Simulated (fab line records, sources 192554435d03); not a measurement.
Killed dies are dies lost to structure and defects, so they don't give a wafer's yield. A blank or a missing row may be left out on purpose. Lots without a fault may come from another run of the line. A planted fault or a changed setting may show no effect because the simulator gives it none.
Chamber matching | flow n5_finfet | N5_HKMG_FIN_ALD_74 on ald_hk-03: 4 sister chambers
The step deposits La2O3, target thk 0.5 nm, pulse time 6 s, co reactant pulse time 1 s. 8 wafers are shown with their chamber, then 8 later ones without.

WAFERS WITH THEIR CHAMBER
wafer  | chamber | heater_power_w (W) | precursor_pulse_height_rel
L075.1 | 1       | 413                | 1.007
L081.1 | 1       | 407                | 1.006
L084.3 | 0       | 368                | 1.020
L084.5 | 0       | 352                | 0.991
L087.1 | 3       | 291                | 0.977
L087.2 | 2       | 359                | 0.985
L087.6 | 3       | 285                | 1.017
L093.1 | 2       | 361                | 0.999

WAFERS WITHOUT THEIR CHAMBER
wafer  | heater_power_w (W) | precursor_pulse_height_rel
L093.3 | 291                | 0.984
L093.6 | 286                | 0.992
L094.1 | 410                | 0.995
L094.3 | 362                | 0.991
L094.4 | 286                | 0.982
L097.2 | 295                | 1.018
L097.3 | 369                | 0.993
L097.6 | 292                | 0.991

WHICH CHAMBER EACH WENT THROUGH
wafer  | from the rows above     | in truth
L093.3 | 3                       | 3
L093.6 | 3                       | 3
L094.1 | 1                       | 1
L094.3 | can't be placed: 2 or 0 | 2
L094.4 | 3                       | 3
L097.2 | 3                       | 3
L097.3 | can't be placed: 2 or 0 | 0
L097.6 | 3                       | 3
Placed correctly: 6 of 8. Can't be placed from these rows: 2 (the true chamber is among the candidates in 2). Placed wrongly: 0.
How it was worked out, from the rows above alone: a wafer's distance from a chamber is the root of the sum, over the readings, of the square of ((its reading less the chamber's mean) divided by the reading's scatter). The wafer belongs to the nearest chamber; if the next one is less than 2 further off, it can't be placed. A chamber's mean is the mean of its shown wafers. The scatter: the root of (the sum of the squares of (reading less its chamber's mean) over the shown wafers, divided by (wafers less chambers)).
